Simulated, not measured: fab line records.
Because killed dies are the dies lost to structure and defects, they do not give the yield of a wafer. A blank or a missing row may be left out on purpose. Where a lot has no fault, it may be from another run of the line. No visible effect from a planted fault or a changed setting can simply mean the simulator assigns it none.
fab line records + flow nandHarc
record
- lots=12
- wafers=36
- lastDay=25
route steps=1159 shown A_BONDPAD@1059 END@1159
lots that met no fault: from a run of the same line without faults
startH: start of the lot's first displayed wafer, in hours after the record's first day + waitH: how many hours have passed since the lot's step before this one + " unchanged from the row above + L1.1+2: one row covering several wafers at once + - no value, or no start was given + * or withheld: withheld + < > ~ a bound
route shown NAME@n: NAME is a module with steps in the file, n the number in the route of the first one + usual: mean/standard deviation taken from wafers without a fault + same: alike in all rows + chamber/n: place in a boat + sites: per-site readings + _std_site: standard deviation across them + _edge_site: outer sites' mean less inner sites' + radiusMm: for every site, how far away it sits from the centre of the wafer + mask NAME#n: copy n + behind: the tool/chamber that last shaped the wafer + hold: reason for holding the lot/hours on hold/outcome of the hold + device: whichever transistor did not switch (one of n, p or np) + end of line: tests run on the same wafers once the route is complete + step lacking rows: just its recipe + killed: the dies lost at the first sort to structure and to defects; this is not the yield of the wafer + map: per-die view of a wafer (x killed, . not killed, _ where there is no die)
set.NAME: the setting as run; set.NAME@STEP: as run at that earlier step + model.NAME: the simulator's own value behind a step, which no gauge read
steps of the route over a sample of lots; a table a step, a row a wafer
services: from which hour (startH, from the record's first day; less than 0 if before it) a tool's chamber was out of use, for how many hours, and why
## steps
# step NHARC_A_BONDPAD_DEP_00
# recipe
- targetThkA=2500
- tempC=370
- targetThkNm=250
- pressureTorr=3
- flowSccm=200
- rfW=450
- material=SiCN
# usual
- heaterPowerW=600/60
| lot.wafer | tool     | chamber | startH | waitH | heaterPowerW |
|-----------|----------|---------|--------|-------|--------------|
| L961.3    | pecvd-03 | 1       | 409.52 | -     | 633          |
| L961.2    | "        | 0       | "      | "     | 646          |
| L961.4    | "        | 1       | "      | "     | 667          |
| L962.3    | pecvd-01 | 2       | 412.62 | -     | 500          |
| L962.1    | "        | 0       | "      | "     | 587          |
| L962.6    | "        | 1       | "      | "     | 559          |
| L970.3    | pecvd-01 | 0       | 450.26 | -     | 580          |
| L970.4    | "        | 1       | "      | "     | 556          |
| L970.6    | "        | 2       | "      | "     | 583          |
| L966.6    | pecvd-01 | 0       | 457.06 | -     | 539          |
| L966.5    | "        | 1       | "      | "     | 620          |
| L966.4    | "        | 2       | "      | "     | 604          |
| L968.1    | pecvd-03 | 2       | 459.51 | -     | 629          |
| L968.4    | "        | 2       | "      | "     | 623          |
| L968.5    | "        | 0       | "      | "     | 595          |
| L971.3    | pecvd-03 | 1       | 471.82 | -     | 688          |
| L971.2    | "        | 2       | "      | "     | 618          |
| L971.6    | "        | 2       | "      | "     | 637          |
| L972.2    | pecvd-01 | 2       | -      | -     | 565          |
| L972.3    | "        | 1       | "      | "     | 579          |
| L972.5    | "        | 0       | "      | "     | 548          |
| L973.5    | pecvd-01 | 0       | -      | -     | 621          |
| L973.6    | "        | 1       | "      | "     | 598          |
| L973.4    | "        | 2       | "      | "     | 486          |
| L978.3    | pecvd-03 | 1       | 516.85 | -     | 624          |
| L978.4    | "        | 1       | "      | "     | 627          |
| L978.6    | "        | 2       | "      | "     | 667          |
| L983.3    | pecvd-03 | 0       | 548.02 | -     | 564          |
| L983.1    | "        | 1       | "      | "     | 624          |
| L983.6    | "        | 0       | "      | "     | 587          |
| L981.1    | pecvd-02 | 0       | 548.34 | -     | 611          |
| L981.5    | "        | 1       | "      | "     | 486          |
| L981.6    | "        | 2       | "      | "     | 627          |
| L982.1    | pecvd-02 | 2       | -      | -     | 671          |
| L982.2    | "        | 0       | "      | "     | 621          |
| L982.4    | "        | 2       | "      | "     | 698          |
# step NHARC_A_BONDPAD_THK_MEAS_30
# recipe
- thkMeasGauge=ellipsometry
# usual
- thkNm=199.7/1.8
| lot.wafer | tool         | chamber | startH | waitH | thkNm |
|-----------|--------------|---------|--------|-------|-------|
| L961.2    | filmMetro-02 | -       | 410.18 | 0.2   | 199.8 |
| L961.3    | "            | -       | "      | "     | 198.8 |
| L961.4    | "            | -       | "      | "     | 200.5 |
| L962.1    | filmMetro-02 | -       | 413.23 | 0.2   | 201.5 |
| L962.3    | "            | -       | "      | "     | 201.3 |
| L962.6    | "            | -       | "      | "     | 199.5 |
| L970.3    | filmMetro-01 | -       | 450.83 | 0.2   | 197.2 |
| L970.4    | "            | -       | "      | "     | 203.1 |
| L970.6    | "            | -       | "      | "     | 200.4 |
| L966.4    | filmMetro-01 | -       | 457.58 | 0.2   | 199.0 |
| L966.5    | "            | -       | "      | "     | 201.8 |
| L966.6    | "            | -       | "      | "     | 201.2 |
| L968.1    | filmMetro-01 | -       | 460.15 | 0.2   | 199.7 |
| L968.4    | "            | -       | "      | "     | 200.8 |
| L968.5    | "            | -       | "      | "     | 200.4 |
| L971.2    | filmMetro-02 | -       | 472.48 | 0.2   | 199.7 |
| L971.3    | "            | -       | "      | "     | 199.0 |
| L971.6    | "            | -       | "      | "     | 200.5 |
| L972.2    | filmMetro-01 | -       | 472.87 | 0.2   | 198.2 |
| L972.3    | "            | -       | "      | "     | 199.9 |
| L972.5    | "            | -       | "      | "     | 199.7 |
| L973.4    | filmMetro-02 | -       | 476.14 | 0.2   | 197.6 |
| L973.5    | "            | -       | "      | "     | 199.1 |
| L973.6    | "            | -       | "      | "     | 199.3 |
| L978.3    | filmMetro-01 | -       | 517.49 | 0.2   | 199.5 |
| L978.4    | "            | -       | "      | "     | 198.0 |
| L978.6    | "            | -       | "      | "     | 198.8 |
| L983.1    | filmMetro-02 | -       | 548.63 | 0.2   | 199.7 |
| L983.3    | "            | -       | "      | "     | 201.6 |
| L983.6    | "            | -       | "      | "     | 197.3 |
| L981.1    | filmMetro-02 | -       | 548.91 | 0.2   | 195.8 |
| L981.5    | "            | -       | "      | "     | 198.3 |
| L981.6    | "            | -       | "      | "     | 195.7 |
| L982.1    | filmMetro-02 | -       | 552.56 | 0.2   | 200.7 |
| L982.2    | "            | -       | "      | "     | 200.3 |
| L982.4    | "            | -       | "      | "     | 201.8 |
# step NHARC_A_BONDPAD_OVL_MEAS_35
# usual
- overlayXNm=-1/6.9
- overlayYNm=0/6.5
| lot.wafer | tool       | chamber | startH | waitH | overlayXNm | overlayYNm |
|-----------|------------|---------|--------|-------|------------|------------|
| L961.2    | overlay-02 | -       | 410.72 | -     | 2          | 7          |
| L961.3    | "          | -       | "      | "     | 2          | 7          |
| L961.4    | "          | -       | "      | "     | 2          | 6          |
| L962.1    | overlay-02 | -       | 413.88 | -     | 12         | -6         |
| L962.3    | "          | -       | "      | "     | 13         | -6         |
| L962.6    | "          | -       | "      | "     | 12         | -6         |
| L970.3    | overlay-01 | -       | 451.49 | -     | 3          | -16        |
| L970.4    | "          | -       | "      | "     | 4          | -16        |
| L970.6    | "          | -       | "      | "     | 4          | -16        |
| L966.4    | overlay-01 | -       | 458.24 | -     | 0          | -3         |
| L966.5    | "          | -       | "      | "     | 0          | -2         |
| L966.6    | "          | -       | "      | "     | 0          | -2         |
| L968.1    | overlay-02 | -       | 460.80 | -     | -5         | 8          |
| L968.4    | "          | -       | "      | "     | -5         | 8          |
| L968.5    | "          | -       | "      | "     | -6         | 8          |
| L971.2    | overlay-02 | -       | 473.17 | -     | 10         | -1         |
| L971.3    | "          | -       | "      | "     | 10         | -1         |
| L971.6    | "          | -       | "      | "     | 10         | -1         |
| L972.2    | overlay-01 | -       | 473.40 | -     | -6         | -1         |
| L972.3    | "          | -       | "      | "     | -5         | -1         |
| L972.5    | "          | -       | "      | "     | -6         | -1         |
| L973.4    | overlay-01 | -       | 476.80 | -     | 5          | 6          |
| L973.5    | "          | -       | "      | "     | 4          | 6          |
| L973.6    | "          | -       | "      | "     | 5          | 5          |
| L978.3    | overlay-01 | -       | 518.03 | -     | -14        | -4         |
| L978.4    | "          | -       | "      | "     | -14        | -5         |
| L978.6    | "          | -       | "      | "     | -14        | -5         |
| L983.1    | overlay-01 | -       | 549.28 | -     | -6         | 5          |
| L983.3    | "          | -       | "      | "     | -6         | 4          |
| L983.6    | "          | -       | "      | "     | -6         | 4          |
| L981.1    | overlay-02 | -       | 549.57 | -     | 3          | -10        |
| L981.5    | "          | -       | "      | "     | 3          | -10        |
| L981.6    | "          | -       | "      | "     | 3          | -10        |
| L982.1    | overlay-01 | -       | 553.08 | -     | 4          | -1         |
| L982.2    | "          | -       | "      | "     | 4          | -1         |
| L982.4    | "          | -       | "      | "     | 4          | -1         |
# step NHARC_A_BONDPAD_ETCH_24
# recipe
- targetDepthA=300
- overEtchFrac=0.3
- timeS=72.99
- ionEnergyEv=150
- cf4FlowSccm=50
- n2FlowSccm=100
- arFlowSccm=150
- rfW=300
- biasW=100
- chemistry=CF4/N2
# usual
- drypumpMotorCurrentA=5.7/0.44
- n2FlowSccm=99.97/0.3
- oesProductAu=1.000/0.014
- rfVppV=315.0/2
- showerheadPlenumPTorr=2.68/0.11
- throttleValvePct=19.794/0.0094
| lot.wafer | tool       | chamber | startH | waitH | drypumpMotorCurrentA | n2FlowSccm | oesProductAu | rfHoursCounterH | rfVppV | showerheadPlenumPTorr | throttleValvePct |
|-----------|------------|---------|--------|-------|----------------------|------------|--------------|-----------------|--------|-----------------------|------------------|
| L961.4    | rieDiel-03 | 3       | 411.40 | -     | 5.8                  | 100.28     | 0.997        | 1               | 317.7  | 2.78                  | 19.809           |
| L961.3    | "          | 1       | "      | "     | 5.1                  | 100.36     | 1.003        | 1               | 317.6  | 2.75                  | 19.787           |
| L961.2    | "          | 2       | "      | "     | 5.7                  | 99.92      | 0.993        | 1               | 315.8  | 2.69                  | 19.803           |
| L962.1    | rieDiel-03 | 0       | 414.55 | -     | 5.8                  | 99.50      | 0.997        | 1               | 312.8  | 2.51                  | 19.802           |
| L962.3    | "          | 2       | "      | "     | 5.6                  | 99.80      | 0.978        | 1               | 315.8  | 2.69                  | 19.791           |
| L962.6    | "          | 1       | "      | "     | 5.1                  | 100.42     | 1.014        | -               | 316.7  | 2.75                  | 19.791           |
| L970.3    | rieDiel-03 | 1       | 452.31 | -     | 5.1                  | 100.16     | 1.008        | 2               | 316.6  | 2.75                  | 19.777           |
| L970.4    | "          | 0       | "      | "     | 5.8                  | 99.86      | 1.003        | 2               | 312.4  | 2.51                  | 19.796           |
| L970.6    | "          | 1       | "      | "     | 5.1                  | 99.99      | 1.006        | -               | 315.1  | 2.75                  | 19.800           |
| L966.4    | rieDiel-11 | 0       | 458.96 | -     | 5.9                  | 100.55     | 0.993        | 17              | 315.9  | 2.77                  | 19.790           |
| L966.5    | "          | 2       | "      | "     | 4.8                  | 99.80      | 0.987        | -               | 313.2  | 2.54                  | 19.792           |
| L966.6    | "          | 3       | "      | "     | 6.3                  | 100.21     | 1.026        | -               | 312.0  | 2.56                  | 19.800           |
| L968.4    | rieDiel-03 | 2       | 461.47 | -     | 5.6                  | 99.23      | 0.981        | 2               | 314.3  | 2.69                  | 19.786           |
| L968.1    | "          | 1       | "      | "     | 5.1                  | 99.62      | 1.011        | 2               | 317.1  | 2.75                  | 19.789           |
| L968.5    | "          | 2       | "      | "     | 5.6                  | 99.65      | 0.992        | -               | 315.0  | 2.69                  | 19.806           |
| L971.3    | rieDiel-03 | 0       | 473.89 | -     | 5.8                  | 99.64      | 0.992        | 3               | 312.6  | 2.51                  | 19.796           |
| L971.2    | "          | 2       | "      | "     | 5.6                  | 100.05     | 0.990        | 3               | 315.9  | 2.69                  | 19.798           |
| L971.6    | "          | 3       | "      | "     | 5.8                  | 99.99      | 0.992        | -               | 317.0  | 2.78                  | 19.805           |
| L972.2    | rieDiel-03 | 1       | 474.19 | -     | 5.1                  | 99.90      | 1.022        | 3               | 317.2  | 2.75                  | 19.797           |
| L972.3    | "          | 2       | "      | "     | 5.7                  | 99.39      | 0.990        | 3               | 315.6  | 2.69                  | 19.797           |
| L972.5    | "          | 1       | "      | "     | 5.1                  | 99.86      | 1.019        | -               | 316.2  | 2.75                  | 19.792           |
| L973.4    | rieDiel-03 | 3       | 477.48 | -     | 5.8                  | 99.30      | 0.989        | 3               | 317.4  | 2.78                  | 19.800           |
| L973.5    | "          | 2       | "      | "     | 5.6                  | 100.45     | 0.978        | -               | 315.6  | 2.69                  | 19.783           |
| L973.6    | "          | 3       | "      | "     | 5.8                  | 99.93      | 0.981        | -               | 316.9  | 2.78                  | 19.783           |
| L978.4    | rieDiel-03 | 2       | 518.70 | -     | 5.7                  | 100.15     | 0.994        | 4               | 314.2  | 2.69                  | 19.789           |
| L978.3    | "          | 1       | "      | "     | 5.1                  | 99.49      | 1.021        | 4               | 317.4  | 2.75                  | 19.801           |
| L978.6    | "          | 2       | "      | "     | 5.7                  | 100.09     | 0.984        | -               | 316.0  | 2.69                  | 19.803           |
| L983.3    | rieDiel-13 | 3       | 549.97 | -     | 6.3                  | 100.14     | 1.013        | 30              | 315.7  | 2.69                  | 19.812           |
| L983.1    | "          | 0       | "      | "     | 5.5                  | 100.03     | 1.012        | 35              | 315.8  | 2.76                  | 19.787           |
| L983.6    | "          | 2       | "      | "     | 6.5                  | 99.39      | 1.021        | -               | 317.1  | 2.82                  | 19.805           |
| L981.1    | rieDiel-03 | 1       | 550.25 | -     | 5.1                  | 99.78      | 1.418        | 5               | 316.2  | 2.75                  | 19.788           |
| L981.5    | "          | 2       | "      | "     | 5.7                  | 99.94      | 1.369        | -               | 314.6  | 2.69                  | 19.797           |
| L981.6    | "          | 3       | "      | "     | 5.8                  | 100.36     | 1.367        | -               | 315.5  | 2.78                  | 19.792           |
| L982.2    | rieDiel-03 | 3       | 553.75 | -     | 5.8                  | 100.11     | 1.370        | 5               | 316.4  | 2.78                  | 19.776           |
| L982.1    | "          | 0       | "      | "     | 5.9                  | 99.80      | 1.426        | 5               | 312.5  | 2.51                  | 19.789           |
| L982.4    | "          | 2       | "      | "     | 5.7                  | 99.93      | 1.383        | 5               | 314.1  | 2.69                  | 19.800           |
# step NHARC_END_SORT_01
# recipe
- tempC=25
# usual
- defectLimitedYield=95.5/1.4
- killedAtArray=26/9.7
- killedAtOther=1.0/1.2
- killedAtPeriphery=3.9/2.6
- killedDies=31/9.7
- killedOpen=3.2/1.8
- killedShort=2.0/1.3
- sort_bin_2_pct=1.4/0.6
- sort_bin_3_pct=0.23/0.2
- sort_bin_4_pct=2.9/0.97
- sortNPass=646/9.7
- sortRimYieldPct=95.7/2.6
- sortYieldPct=95.5/1.4
# same
- grossDies=677
- sort_bin_5_pct[%]=0
- sort_bin_6_pct[%]=0
- sort_bin_7_pct[%]=0
- sort_bin_8_pct[%]=0
- sortRimNGross=106.00
| lot.wafer | tool      | chamber | startH | waitH | defectLimitedYield[%] | killedAtArray | killedAtOther | killedAtPeriphery | killedDies | killedOpen | killedShort | sort_bin_2_pct[%] | sort_bin_3_pct[%] | sort_bin_4_pct[%] | sortNPass | sortRimYieldPct[%] | sortYieldPct[%] |
|-----------|-----------|---------|--------|-------|-----------------------|---------------|---------------|-------------------|------------|------------|-------------|-------------------|-------------------|-------------------|-----------|--------------------|-----------------|
| L968.1    | prober-02 | 0       | 492.07 | 2.4   | 95.4                  | 27            | 0             | 4                 | 31         | 3          | 0           | 1.6               | 0                 | 3.0               | 646       | 90.6               | 95.4            |
| L968.4    | prober-02 | 0       | 494.46 | 3.4   | 93.2                  | 40            | 1             | 5                 | 46         | 6          | 2           | 2.4               | 0.30              | 4.1               | 631       | 92.5               | 93.2            |
| L968.5    | prober-02 | 0       | 495.26 | 3.7   | 95.4                  | 27            | 2             | 2                 | 31         | 3          | 2           | 1.5               | 0.30              | 2.8               | 646       | 89.6               | 95.4            |
| L972.2    | prober-01 | 0       | 504.92 | 2.8   | 95.9                  | 19            | 3             | 6                 | 28         | 2          | 2           | 1.6               | 0.44              | 2.1               | 649       | 91.5               | 95.9            |
| L972.3    | prober-01 | 0       | 505.72 | 3.1   | 96.6                  | 14            | 1             | 8                 | 23         | 4          | 3           | 0.9               | 0                 | 2.5               | 654       | 91.5               | 96.6            |
| L972.5    | prober-01 | 0       | 507.33 | 3.7   | 94.7                  | 29            | 2             | 5                 | 36         | 4          | 5           | 1.2               | 0.30              | 3.8               | 641       | 94.3               | 94.7            |
| L971.2    | prober-02 | 0       | 508.42 | 2.8   | 98.1                  | 12            | 0             | 1                 | 13         | 2          | 1           | 0.6               | 0                 | 1.3               | 664       | 99.1               | 98.1            |
| L971.3    | prober-02 | 0       | 509.21 | 3.1   | 96.3                  | 18            | 3             | 4                 | 25         | 3          | 3           | 1.0               | 0.15              | 2.5               | 652       | 95.3               | 96.3            |
| L971.6    | prober-02 | 0       | 511.58 | 4.0   | 96.2                  | 18            | 2             | 6                 | 26         | 3          | 5           | 1.0               | 0.15              | 2.7               | 651       | 98.1               | 96.2            |
| L973.4    | prober-01 | 0       | 514.34 | 3.4   | 93.6                  | 38            | 0             | 5                 | 43         | 2          | 2           | 2.2               | 0                 | 4.1               | 634       | 94.3               | 93.6            |
| L973.5    | prober-01 | 0       | 515.15 | 3.7   | 94.1                  | 33            | 0             | 7                 | 40         | 0          | 0           | 1.5               | 0                 | 4.4               | 637       | 92.5               | 94.1            |
| L973.6    | prober-01 | 0       | 515.96 | 4.1   | 94.1                  | 33            | 0             | 7                 | 40         | 5          | 1           | 2.7               | 0.30              | 3.0               | 637       | 98.1               | 94.1            |
| L978.3    | prober-02 | 0       | 551.65 | 3.1   | 96.9                  | 14            | 0             | 7                 | 21         | 2          | 2           | 0.4               | 0.15              | 2.5               | 656       | 96.2               | 96.9            |
| L978.4    | prober-02 | 0       | 552.45 | 3.4   | 97.3                  | 15            | 0             | 3                 | 18         | 1          | 1           | 0.4               | 0.30              | 1.9               | 659       | 95.3               | 97.3            |
| L978.6    | prober-02 | 0       | 554.04 | 4.0   | 96.2                  | 20            | 0             | 6                 | 26         | 5          | 2           | 1.6               | 0.30              | 1.9               | 651       | 98.1               | 96.2            |
| L981.1    | prober-01 | 0       | 579.55 | 2.5   | 96.3                  | 18            | 3             | 4                 | 25         | 5          | 0           | 1.0               | 0.15              | 2.5               | 652       | 98.1               | 96.3            |
| L981.5    | prober-01 | 0       | 582.75 | 3.7   | 96.0                  | 20            | 2             | 5                 | 27         | 2          | 1           | 1.3               | 0.30              | 2.4               | 650       | 100.0              | 96.0            |
| L981.6    | prober-01 | 0       | 583.55 | 4.0   | 96.8                  | 21            | 1             | 0                 | 22         | 3          | 0           | 0.7               | 0.30              | 2.2               | 655       | 98.1               | 96.8            |
| L982.1    | prober-02 | 0       | 587.29 | 2.5   | 94.1                  | 31            | 1             | 8                 | 40         | 3          | 2           | 1.8               | 0.59              | 3.5               | 637       | 95.3               | 94.1            |
| L982.2    | prober-02 | 0       | 588.10 | 2.8   | 92.6                  | 38            | 2             | 10                | 50         | 4          | 4           | 3.2               | 0.15              | 4.0               | 627       | 87.7               | 92.6            |
| L982.4    | prober-02 | 0       | 589.73 | 3.4   | 95.4                  | 24            | 2             | 5                 | 31         | 1          | 2           | 1.5               | 0.15              | 3.0               | 646       | 95.3               | 95.4            |
# killed by level:class
L968.1 A_CHANNEL_HOLE_D1:chamberFilmFlake=14 A_SLIT:chamberFilmFlake=6 P_ZERO_WELL:chamberFilmFlake=3 A_STAIRCASE:chamberFilmFlake=2 A_CHANNEL_FILL_D1:geometricParticle:open=1 A_SLIT:geometricParticle:open=1 A_CONTACT:geometricParticle:open=1 P_GATE:chamberFilmFlake=1
L968.4 A_CHANNEL_HOLE_D1:chamberFilmFlake=15 A_SLIT:chamberFilmFlake=11 P_ZERO_WELL:chamberFilmFlake=4 A_STAIRCASE:chamberFilmFlake=3 A_SGD_CUT:chamberFilmFlake=2 A_CONTACT:chamberFilmFlake=2 P_CONTACT:geometricParticle:open=1 A_SOURCE_PLATE:geometricParticle:open=1
L968.5 A_CHANNEL_HOLE_D1:chamberFilmFlake=9 A_SLIT:chamberFilmFlake=9 A_STAIRCASE:chamberFilmFlake=3 A_CONTACT:chamberFilmFlake=3 P_M1:geometricParticle:open=1 A_SOURCE_PLATE:geometricParticle:short=1 A_ONON_D1:geometricParticle:open=1 A_CONTACT:geometricParticle:open=1
L972.2 A_SLIT:chamberFilmFlake=12 P_CONTACT:chamberFilmFlake=4 A_STAIRCASE:chamberFilmFlake=4 THIN_TSV:chamberFilmFlake=3 A_CHANNEL_FILL_D1:geometricParticle:short=2 P_BONDPAD:geometricParticle:open=1 A_CONTACT:geometricParticle:open=1 P_ZERO_WELL:chamberFilmFlake=1
L972.3 A_SLIT:chamberFilmFlake=5 P_CONTACT:chamberFilmFlake=4 A_WL_FILL:geometricParticle:open=2 P_ZERO_WELL:chamberFilmFlake=2 A_CHANNEL_HOLE_D1:chamberFilmFlake=2 A_CONTACT:chamberFilmFlake=2 P_CONTACT:geometricParticle:open=1 P_M0:geometricParticle:short=1
L972.5 A_SLIT:chamberFilmFlake=9 A_CHANNEL_HOLE_D1:chamberFilmFlake=5 P_CONTACT:chamberFilmFlake=4 A_WL_FILL:chamberFilmFlake=3 A_CHANNEL_FILL_D1:geometricParticle:short=2 A_WL_FILL:geometricParticle:open=2 A_STAIRCASE:chamberFilmFlake=2 A_ONON_D1:geometricParticle:open=1
L971.2 A_CHANNEL_HOLE_D1:chamberFilmFlake=5 A_CONTACT:chamberFilmFlake=3 A_M0:geometricParticle:open=2 A_SOURCE_PLATE:geometricParticle:short=1 P_GATE:chamberFilmFlake=1 A_CHANNEL_FILL_D1:chamberFilmFlake=1
L971.3 A_CHANNEL_HOLE_D1:chamberFilmFlake=6 P_STI:chamberFilmFlake=3 A_STAIRCASE:chamberFilmFlake=3 HYBRID_BOND:chamberFilmFlake=3 A_CHANNEL_FILL_D1:chamberFilmFlake=2 A_CONTACT:chamberFilmFlake=2 P_M0:geometricParticle:open=1 A_CHANNEL_HOLE_D1:geometricParticle:short=1
L971.6 A_CONTACT:chamberFilmFlake=6 A_CHANNEL_HOLE_D1:chamberFilmFlake=4 P_CONTACT:chamberFilmFlake=2 A_CHANNEL_FILL_D1:chamberFilmFlake=2 P_M0:geometricParticle:short=1 P_M0:geometricParticle:open=1 P_M2:geometricParticle:short=1 A_CHANNEL_HOLE_D1:geometricParticle:open=1
L973.4 A_CHANNEL_HOLE_D1:chamberFilmFlake=20 A_CONTACT:chamberFilmFlake=7 A_STAIRCASE:chamberFilmFlake=6 P_ZERO_WELL:chamberFilmFlake=3 A_M0:geometricParticle:open=2 P_STI:chamberFilmFlake=2 A_CHANNEL_FILL_D1:geometricParticle:short=1 A_WL_FILL:geometricParticle:short=1
L973.5 A_CHANNEL_HOLE_D1:chamberFilmFlake=15 A_CONTACT:chamberFilmFlake=10 A_STAIRCASE:chamberFilmFlake=7 P_CONTACT:chamberFilmFlake=4 P_ZERO_WELL:chamberFilmFlake=1 P_STI:chamberFilmFlake=1 P_GATE:chamberFilmFlake=1 A_WL_FILL:chamberFilmFlake=1
L973.6 A_CHANNEL_HOLE_D1:chamberFilmFlake=14 A_STAIRCASE:chamberFilmFlake=8 P_ZERO_WELL:chamberFilmFlake=4 A_CONTACT:chamberFilmFlake=4 A_CONTACT:geometricParticle:open=2 P_M0:geometricParticle:open=1 P_M1:geometricParticle:short=1 A_CHANNEL_FILL_D1:geometricParticle:open=1
L978.3 P_GATE:chamberFilmFlake=4 A_CONTACT:chamberFilmFlake=4 A_CHANNEL_HOLE_D1:chamberFilmFlake=3 A_STAIRCASE:chamberFilmFlake=2 A_M1:chamberFilmFlake=2 P_CONTACT:geometricParticle:short=1 P_CONTACT:geometricParticle:open=1 A_CHANNEL_FILL_D1:geometricParticle:short=1
L978.4 A_CONTACT:chamberFilmFlake=7 P_GATE:chamberFilmFlake=3 A_CHANNEL_HOLE_D1:chamberFilmFlake=2 A_STAIRCASE:chamberFilmFlake=2 A_M0:geometricParticle:open=1 A_M0:geometricParticle:short=1 A_CHANNEL_FILL_D1:chamberFilmFlake=1 A_M1:chamberFilmFlake=1
L978.6 A_CHANNEL_HOLE_D1:chamberFilmFlake=8 P_GATE:chamberFilmFlake=4 A_STAIRCASE:chamberFilmFlake=4 A_CONTACT:chamberFilmFlake=3 A_CONTACT:geometricParticle:open=2 P_STI:geometricParticle:open=1 P_GATE:geometricParticle:open=1 A_SGD_CUT:geometricParticle:short=1
L981.1 A_CONTACT:chamberFilmFlake=6 THIN_TSV:chamberFilmFlake=3 A_CONTACT:geometricParticle:open=2 P_STI:chamberFilmFlake=2 A_ZERO_WELL:chamberFilmFlake=2 A_CHANNEL_HOLE_D1:chamberFilmFlake=2 A_STAIRCASE:chamberFilmFlake=2 A_WL_FILL:chamberFilmFlake=2
L981.5 A_CHANNEL_HOLE_D1:chamberFilmFlake=6 A_STAIRCASE:chamberFilmFlake=5 A_CONTACT:chamberFilmFlake=3 P_ZERO_WELL:chamberFilmFlake=2 P_STI:chamberFilmFlake=2 A_SLIT:chamberFilmFlake=2 A_WL_FILL:chamberFilmFlake=2 P_M2:geometricParticle:short=1
L981.6 A_WL_FILL:chamberFilmFlake=6 A_CONTACT:chamberFilmFlake=5 A_STAIRCASE:chamberFilmFlake=4 A_CHANNEL_HOLE_D1:chamberFilmFlake=3 A_ONON_D1:geometricParticle:open=1 A_SGD_CUT:geometricParticle:open=1 A_M1:geometricParticle:open=1 THIN_TSV:chamberFilmFlake=1
L982.1 A_SLIT:chamberFilmFlake=23 A_CHANNEL_HOLE_D1:chamberFilmFlake=3 P_GATE:chamberFilmFlake=2 P_M0:geometricParticle:open=1 P_M1:geometricParticle:open=1 A_WL_FILL:geometricParticle:short=1 A_CONTACT:geometricParticle:open=1 A_BLC:geometricParticle:short=1
L982.2 A_SLIT:chamberFilmFlake=14 A_CHANNEL_HOLE_D1:chamberFilmFlake=9 A_CONTACT:chamberFilmFlake=4 P_STI:chamberFilmFlake=3 P_GATE:chamberFilmFlake=3 A_STAIRCASE:chamberFilmFlake=3 A_CHANNEL_FILL_D1:geometricParticle:short=2 P_M0:chamberFilmFlake=2
L982.4 A_SLIT:chamberFilmFlake=10 A_CHANNEL_HOLE_D1:chamberFilmFlake=6 A_CONTACT:chamberFilmFlake=3 THIN_TSV:chamberFilmFlake=2 P_STI:chamberFilmFlake=2 P_M0:chamberFilmFlake=2 A_ONON_D1:geometricParticle:short=1 A_CONTACT:geometricParticle:open=1
## services
| tool       | chamber | startH | hours | kind      |
|------------|---------|--------|-------|-----------|
| rieDiel-03 | -       | 392.33 | 9.0   | pm        |
| rieDiel-03 | 0       | 392.33 | 9.0   | ventCycle |
| rieDiel-03 | 1       | 392.33 | 9.0   | ventCycle |
| rieDiel-03 | 2       | 392.33 | 9.0   | ventCycle |
| rieDiel-03 | 3       | 392.33 | 9.0   | ventCycle |
| rieDiel-03 | 0       | 401.33 | -     | clean     |
| rieDiel-03 | 1       | 401.33 | -     | clean     |
| rieDiel-03 | 2       | 401.33 | -     | clean     |
| rieDiel-03 | 3       | 401.33 | -     | clean     |
| pecvd-01   | -       | 418.20 | 13.0  | pm        |
| pecvd-02   | 1       | 422.53 | 6.2   | repair    |
| rieDiel-03 | 0       | 425.83 | -     | clean     |
| rieDiel-03 | 1       | 425.83 | -     | clean     |
| rieDiel-03 | 2       | 425.83 | -     | clean     |
| rieDiel-03 | 3       | 425.83 | -     | clean     |
| rieDiel-11 | -       | 432.78 | 0.4   | repair    |
| rieDiel-03 | 0       | 450.33 | -     | clean     |
| rieDiel-13 | -       | 453.00 | 9.0   | pm        |
| rieDiel-03 | 1       | 470.57 | 3.0   | repair    |
| pecvd-03   | -       | 473.23 | 13.0  | pm        |
| pecvd-02   | -       | 515.35 | 13.0  | pm        |
| rieDiel-13 | 3       | 532.78 | 8.0   | repair    |
| rieDiel-03 | 0       | 540.85 | 6.3   | repair    |
| rieDiel-11 | -       | 543.64 | 9.0   | pm        |
## key
firstSign
- step=NHARC_A_BONDPAD_ETCH_24
- reading=oesProductAu
- direction=up
- sigmas=28
- usual=1.000
- struck=1.389
effect none on later readings
metAt NHARC_A_BONDPAD_ETCH_24
struckLots L981,L982
notActingAt NHARC_A_BONDPAD_DEP_00,NHARC_A_BONDPAD_THK_MEAS_30,NHARC_A_BONDPAD_OVL_MEAS_35
onsetBetween 518.70 550.25
fault
- kind=processParameterDrift
- tool=rieDiel-03
- chamber=-
- onsetH=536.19
- steps=NHARC_A_BONDPAD_ETCH_24
- channel=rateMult
- offset=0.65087
- shape=step
- endH=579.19
